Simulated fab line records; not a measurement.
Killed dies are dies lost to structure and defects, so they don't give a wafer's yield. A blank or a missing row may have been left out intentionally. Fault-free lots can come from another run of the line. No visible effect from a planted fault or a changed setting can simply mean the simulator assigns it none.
The tool behind it: which one? | flow n5-finfet | 24 lots, 72 wafers sampled, at 2 steps of a route of 1938

## WHAT THE GAUGES READ, wafer by wafer
N5_BEOL_M7_CD_MEAS_18: pitch 80 nm, target cd 40 nm.
lot  | measured     | on        | cd-nm (nm)
L074 | day 8 20:01  | cd-sem-03 | 40.6 40.4 40.5
L075 | day 9 05:41  | cd-sem-02 | 40.1 39.9 39.4
L076 | day 9 14:56  | cd-sem-02 | 40.4 40.2 40.1
L077 | day 10 01:06 | cd-sem-01 | 39.7 40.0 39.6
L079 | day 10 12:32 | cd-sem-03 | 40.2 40.0 40.5
L080 | day 10 18:32 | cd-sem-02 | 40.5 40.6 40.0
L078 | day 10 18:47 | cd-sem-01 | 40.1 40.4 39.9
L081 | day 10 21:58 | cd-sem-01 | 38.9 40.1 39.6
L082 | day 11 01:30 | cd-sem-02 | 38.7 40.2 40.0
L085 | day 11 17:39 | cd-sem-01 | 40.5 40.2 40.6
L084 | day 11 22:46 | cd-sem-02 | 39.8 39.5 39.7
L083 | day 11 23:40 | cd-sem-03 | 40.6 40.5 40.9
L087 | day 12 06:02 | cd-sem-03 | 40.8 40.1 40.4
L086 | day 12 08:59 | cd-sem-01 | 40.6 40.1 40.4
L088 | day 12 22:01 | cd-sem-01 | 40.1 39.4 40.5
L090 | day 12 22:18 | cd-sem-01 | 39.3 39.7 39.0
L091 | day 13 07:00 | cd-sem-03 | 40.6 40.2 40.5
L089 | day 13 16:53 | cd-sem-03 | 39.3 40.0 40.1
L092 | day 13 19:41 | cd-sem-01 | 40.0 39.7 40.1
L093 | day 14 01:29 | cd-sem-01 | 39.5 40.3 39.7
L094 | day 14 04:46 | cd-sem-01 | 39.9 39.9 39.9
L095 | day 14 15:50 | cd-sem-02 | 39.0 39.7 39.2
L096 | day 14 21:08 | cd-sem-03 | 40.1 39.6 40.3
L097 | day 15 05:51 | cd-sem-01 | 39.9 39.3 39.4

N5_BEOL_M7_RS_MEAS_57: uses a four-point probe to measure.
lot  | measured     | on            | M7_RS (ohm/sq)
L074 | day 9 00:52  | film-metro-02 | 0.293 0.286 0.278
L075 | day 9 10:27  | film-metro-02 | 0.278 0.275 0.279
L076 | day 9 21:06  | film-metro-01 | 0.290 0.283 0.290
L077 | day 10 07:06 | film-metro-02 | 0.282 0.293 0.294
L079 | day 10 19:29 | film-metro-01 | 0.282 0.283 0.289
L080 | day 10 22:45 | film-metro-01 | 0.286 0.286 0.288
L078 | day 10 23:01 | film-metro-02 | 0.285 0.288 0.284
L081 | day 11 03:07 | film-metro-02 | 0.279 0.286 0.280
L082 | day 11 08:28 | film-metro-02 | 0.287 0.287 0.287
L085 | day 11 22:16 | film-metro-02 | 0.287 0.283 0.296
L084 | day 12 05:16 | film-metro-01 | 0.274 0.286 0.280
L083 | day 12 04:47 | film-metro-01 | 0.276 0.296 0.285
L087 | day 12 10:31 | film-metro-01 | 0.284 0.282 0.290
L086 | day 12 12:57 | film-metro-02 | 0.295 0.285 0.292
L088 | day 13 05:59 | film-metro-02 | 0.283 0.286 0.278
L090 | day 13 04:32 | film-metro-01 | 0.294 0.283 0.284
L091 | day 13 11:50 | film-metro-01 | 0.303 0.285 0.296
L089 | day 13 22:13 | film-metro-01 | 0.287 0.294 0.295
L092 | day 14 00:31 | film-metro-01 | 0.283 0.281 0.284
L093 | day 14 04:53 | film-metro-02 | 0.279 0.284 0.289
L094 | day 14 12:19 | film-metro-01 | 0.285 0.283 0.286
L095 | day 14 21:45 | film-metro-01 | 0.282 0.270 0.282
L096 | day 15 02:40 | film-metro-01 | 0.287 0.285 0.290
L097 | day 15 10:14 | film-metro-02 | 0.276 0.274 0.280

## EACH LOT AND THE TOOL THAT RAN IT (in order: tool; ch and the chambers of the sampled wafers; start)
Before these readings, the record contains no process step.

## AS READ BY THE TOOLS THEMSELVES (means over the sampled wafers that have a number; for cases with no such wafer, the mark the record gives instead)
The record holds no such reading with a usual standard deviation.

## THE ANSWER, worked out from the rows above alone
Rule: usual is defined by the lots themselves. The widest of any qualifying gaps counts: lots, ordered by their means at a reading, are off when they make up no more than a third of the lots, leave a main group of 4 or more, and stand apart from it by 3 or more times the standard deviation of that group's means. If all means in a main group match to the digits the tables above print for the reading, that group is not used. A lot without any number at a reading at which 4 lots or more have one is off too. All remaining lots with rows at the step are treated as sound. First the gauges in route order, then the tools' own readings, where a lot's mean is used as printed above. At the first step where some lot is off, the reading lying furthest off is the one used; lots without a number count as furthest.
No lot is off at any reading shown: from this, nothing can be told.

## WHAT THE SIMULATOR HAD INSERTED
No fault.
